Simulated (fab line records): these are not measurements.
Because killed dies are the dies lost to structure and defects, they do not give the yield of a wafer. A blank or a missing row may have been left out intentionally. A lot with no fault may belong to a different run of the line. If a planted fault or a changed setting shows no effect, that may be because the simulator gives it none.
Split-lot trial :: flow n5 finfet :: 7 lots, 21 wafers read, on a route of 1938 steps

ABOUT THE SPLIT
At N5_BEOL_M14_EXPOSE_25 (exposes mask M14, target cd 280 nm), the setting dose mj was moved away from the recipe's 26.6 on 3 of the 21 wafers read, by +2.6% to +7.0%. For the rest of the wafers, this setting stayed at what the recipe calls for.

FROM THE SPLIT TO THE READING: what the file shows between them, 3 steps
- N5_BEOL_M14_PEB_26: peb time 90 s
- N5_BEOL_M14_DEVELOP_27: develop time 45 s
- N5_BEOL_M14_HARDBAKE_32: time 120 s

THE READING
cd nm at N5_BEOL_M14_CD_MEAS_28, given in nm (cd target 284.4 nm). A value of 284.4 nm with a standard deviation of 2.4 nm is what fault-free wafers of this fab line usually give.

wafer: L078.1
tool, chamber at the split: krf scanner-02, 0
dose mj as run: 26.6
against the recipe: recipe
cd nm, nm: 282.2
against lot-mates on the recipe: -

wafer: L078.2
tool, chamber at the split: krf scanner-02, 0
dose mj as run: 26.6
against the recipe: recipe
cd nm, nm: 284.4
against lot-mates on the recipe: -

wafer: L078.3
tool, chamber at the split: krf scanner-02, 0
dose mj as run: 26.6
against the recipe: recipe
cd nm, nm: 282.2
against lot-mates on the recipe: -

wafer: L081.1
tool, chamber at the split: krf scanner-01, 0
dose mj as run: 27.28
against the recipe: +2.6%
cd nm, nm: 288.2
against lot-mates on the recipe: +4.7

wafer: L081.3
tool, chamber at the split: krf scanner-01, 0
dose mj as run: 26.6
against the recipe: recipe
cd nm, nm: 284.1
against lot-mates on the recipe: -

wafer: L081.6
tool, chamber at the split: krf scanner-01, 0
dose mj as run: 26.6
against the recipe: recipe
cd nm, nm: 282.9
against lot-mates on the recipe: -

wafer: L089.3
tool, chamber at the split: krf scanner-02, 0
dose mj as run: 26.6
against the recipe: recipe
cd nm, nm: 284.7
against lot-mates on the recipe: -

wafer: L089.5
tool, chamber at the split: krf scanner-02, 0
dose mj as run: 26.6
against the recipe: recipe
cd nm, nm: 286.7
against lot-mates on the recipe: -

wafer: L089.6
tool, chamber at the split: krf scanner-02, 0
dose mj as run: 26.6
against the recipe: recipe
cd nm, nm: 286.8
against lot-mates on the recipe: -

wafer: L090.1
tool, chamber at the split: krf scanner-02, 0
dose mj as run: 26.6
against the recipe: recipe
cd nm, nm: 282.4
against lot-mates on the recipe: -

wafer: L090.5
tool, chamber at the split: krf scanner-02, 0
dose mj as run: 26.6
against the recipe: recipe
cd nm, nm: 280.7
against lot-mates on the recipe: -

wafer: L090.6
tool, chamber at the split: krf scanner-02, 0
dose mj as run: 26.6
against the recipe: recipe
cd nm, nm: 283.7
against lot-mates on the recipe: -

wafer: L096.1
tool, chamber at the split: krf scanner-02, 0
dose mj as run: 26.6
against the recipe: recipe
cd nm, nm: 282.0
against lot-mates on the recipe: -

wafer: L096.2
tool, chamber at the split: krf scanner-02, 0
dose mj as run: 28.47
against the recipe: +7.0%
cd nm, nm: 298.8
against lot-mates on the recipe: +16.8

wafer: L096.4
tool, chamber at the split: krf scanner-02, 0
dose mj as run: 28.47
against the recipe: +7.0%
cd nm, nm: 297.8
against lot-mates on the recipe: +15.8

wafer: L094.1
tool, chamber at the split: krf scanner-01, 0
dose mj as run: 26.6
against the recipe: recipe
cd nm, nm: 285.7
against lot-mates on the recipe: -

wafer: L094.2
tool, chamber at the split: krf scanner-01, 0
dose mj as run: 26.6
against the recipe: recipe
cd nm, nm: 287.7
against lot-mates on the recipe: -

wafer: L094.5
tool, chamber at the split: krf scanner-01, 0
dose mj as run: 26.6
against the recipe: recipe
cd nm, nm: 286.5
against lot-mates on the recipe: -

wafer: L097.1
tool, chamber at the split: krf scanner-01, 0
dose mj as run: 26.6
against the recipe: recipe
cd nm, nm: 287.8
against lot-mates on the recipe: -

wafer: L097.2
tool, chamber at the split: krf scanner-01, 0
dose mj as run: 26.6
against the recipe: recipe
cd nm, nm: 286.0
against lot-mates on the recipe: -

wafer: L097.3
tool, chamber at the split: krf scanner-01, 0
dose mj as run: 26.6
against the recipe: recipe
cd nm, nm: 284.6
against lot-mates on the recipe: -

FIT RESULTS
A straight line over all 21 wafers: cd nm changes by +1.94 nm for each +1% of dose mj; r = +0.90; the points scatter about the line by 2.1 nm.
The same after taking each lot's own level away (the mean of its wafers on the recipe; 21 wafers): +2.3 nm for each +1%; r = +0.98; scatter 1 nm.
That fit puts the effect of the largest move of dose mj on the reading at 16 nm.
The lots' own levels span 282.00 to 286.63 nm, that is 1.9 times the standard deviation above.
So the lot-to-lot level changes the slope: the two fits differ.
Check: for one of the wafers moved furthest among these (+7.0%), held out of the fit, the line's prediction against its lot-mates is +15.5 nm. It came out at +16.8 nm against them.

OTHER SPLITS ON THESE WAFERS
Other splits were also applied to these wafers ahead of the reading. Each is held against what the fit with the lots' levels taken away leaves over:
other split on the same wafers: N5_BEOL_M9_COAT_64 spin rpm
wafers away from the commonest value: 11
r with cd nm (lot level and that fit taken away): +0.29

other split on the same wafers: N5_BEOL_M10_PEB_26 peb time s
wafers away from the commonest value: 8
r with cd nm (lot level and that fit taken away): -0.24

other split on the same wafers: N5_BEOL_M11_COAT_22 spin rpm
wafers away from the commonest value: 6
r with cd nm (lot level and that fit taken away): -0.19

other split on the same wafers: N5_BEOL_M11_TRENCH_ETCH_37 time s
wafers away from the commonest value: 7
r with cd nm (lot level and that fit taken away): +0.06

other split on the same wafers: N5_BEOL_M11_ALD_74 ald cycles
wafers away from the commonest value: 9
r with cd nm (lot level and that fit taken away): -0.35

other split on the same wafers: N5_BEOL_M13_ETCH_59 time s
wafers away from the commonest value: 5
r with cd nm (lot level and that fit taken away): +0.05

other split on the same wafers: N5_BEOL_M13_COAT_65 spin rpm
wafers away from the commonest value: 8
r with cd nm (lot level and that fit taken away): +0.02

THE FILE'S OWN FIT
cd nm changes by +2.26 nm for each +1% of dose mj, r = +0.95.
